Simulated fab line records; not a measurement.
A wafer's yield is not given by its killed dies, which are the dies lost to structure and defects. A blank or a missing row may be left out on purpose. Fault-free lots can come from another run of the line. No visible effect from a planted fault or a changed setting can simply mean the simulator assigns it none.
A struck lot beside a sound one / flow n5Finfet / 17 steps out of a route of 1938
Sound: wafers L337.2, L337.3, L337.5. Struck: wafers L327.1, L327.3, L327.5. The cause is named last.
Per side, at each step with rows, come the tool, then ch with its chambers, and then its first start. Under that, the readings that differ: sound wafers / struck wafers / difference of the means / sigmas: that difference in standard deviations of wafers without a fault.
alike: words and numbers the same on both sides, and readings whose means are apart by under 2 such deviations; not compared: readings that were withheld, readings missing a value for some wafer, numbers with overlapping values and no deviation given by the record, and bounds like >300 which may hide the same value.
The two part at a step that has a row with sigmas, a row that says differs or no value, or rows on one side only. Numbers that don't overlap but have no deviation are shown without sigmas and don't part them. Lack of a reading on every wafer of one side parts them only where that side has two or more wafers.

first, 10 steps without rows for these wafers: N5_FIN_SAQP_ETCH_67 (etches SiNx in CH3F/O2, target depth 30 nm); N5_FIN_SAQP_STRIP_70 (strips in N2/H2); N5_FIN_SAQP_RECESS_71 (chemistry HF/NH3, target SiO2, target depth 3 nm, afs cycles 1, sublimation time 60 s); N5_FIN_SAQP_SPACER2_ALD_28 (deposits SiO2, target thk 8.1 nm, pulse time 1 s, purge time 2 s); N5_FIN_SAQP_SPACER2_ETCHBACK_29 (etches SiO2 in CHF3/O2, target depth 12.2 nm, time 6.1 s); N5_FIN_SAQP_MANDREL2_REMOVE_60 (chemistry HBr/Cl2/O2, target a-Si, stops on SiNx, bt time 10 s); N5_FIN_SAQP_HM_OPEN_33 (chemistry CH3F/O2, target SiNx, target depth 49.4 nm, time 70.6 s); N5_FIN_SAQP_ETCH_34 (etches SiO2 in C4F6/O2, target depth 45 nm, time 15 s); N5_FIN_SAQP_STRIP_77 (strips in N2/H2, time 90 s); N5_FIN_SAQP_ETCH_64 (etches SiO2 in CF4, target depth 1.5 nm).
N5_FIN_SAQP_FIN_ETCH_36: etches the open film in HBr/Cl2/O2, target depth 120 nm, time 50.4 s.
  sound on rieSi-06 ch 1,3, day 7 13:58; struck on rieSi-06 ch 0,3, day 5 02:47
  no value came back on the struck wafers for any of 5 readings (HBr_flow_sccm (sccm), O2_flow_sccm (sccm) and others); on the sound wafers HBr_flow_sccm (sccm) reads 149.6 149.9 150.0
reading=model.SiNx_of_FIN_SAQP_HM_DEP_03.thkNm (nm); sound=21.6 21 21.8; struck=32.4 32.2 32.6; difference=+10.9; sigmas=
  not compared: rfHoursCounterH
then, 1 step without rows for these wafers: N5_FIN_SAQP_PRECLEAN_38 (cleans in O3/DIW, time 45 s).
N5_FIN_SAQP_PRECLEAN_45: cleans in dHF, time 10 s.
  sound on wetBench-01 ch 1,3,4, day 7 14:09; struck on wetBench-06 ch 2,6,7, day 5 02:58
reading=model.SiNx_of_FIN_SAQP_HM_DEP_03.thkNm (nm); sound=21.4 21 21.6; struck=32.2 32.2 32.4; difference=+10.9; sigmas=
then, 1 step without rows for these wafers: N5_FIN_SAQP_SRD_39 (time 30 s).
N5_FIN_SAQP_OCD_MEAS_76:
  sound on ocd-02 at day 7 14:11; struck on ocd-02 at day 5 03:00
reading=trenchDepthNm (nm); sound=117.5 117.8 119.2; struck=0 0.3 0.4; difference=-118; sigmas=-91
N5_BEOL_M4_RC_MEAS_101:
  the record has rows for the sound wafers here (prober-02 ch 0, day 16 03:26) and none for the struck ones
-- the record jumps here: 12 days lie between the struck wafers' starts before and after (it left off in module BEOL_M4 and takes up again in module PASSIVATION, whose first step shown is number 1936 of the route) --
N5_PASSIVATION_PROBE_49:
  sound on prober-01 at day 20 23:06; struck on prober-02 at day 17 09:55
reading=killedAtFrontEnd; sound=52 37 57; struck=1114 1126 1097; difference=+1064; sigmas=+99 or more
reading=killedDies; sound=117 122 155; struck=1180 1180 1180; difference=+1049; sigmas=+66
reading=killedOnRim; sound=16 14 22; struck=152 152 152; difference=+135; sigmas=+34
  alike: killed_at_M0_to_M3, killed_at_M4_up, killedAtContacts, killedAtOther, killedOpen, killedShort

## WHERE THEY PART
Earliest at N5_FIN_SAQP_FIN_ETCH_36; latest, in this record, at N5_PASSIVATION_PROBE_49.

WHY: what the simulator had put in
Step skipped in full: rieSi-06, at N5_FIN_SAQP_FIN_ETCH_36, from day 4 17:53 onward. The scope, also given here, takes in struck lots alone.
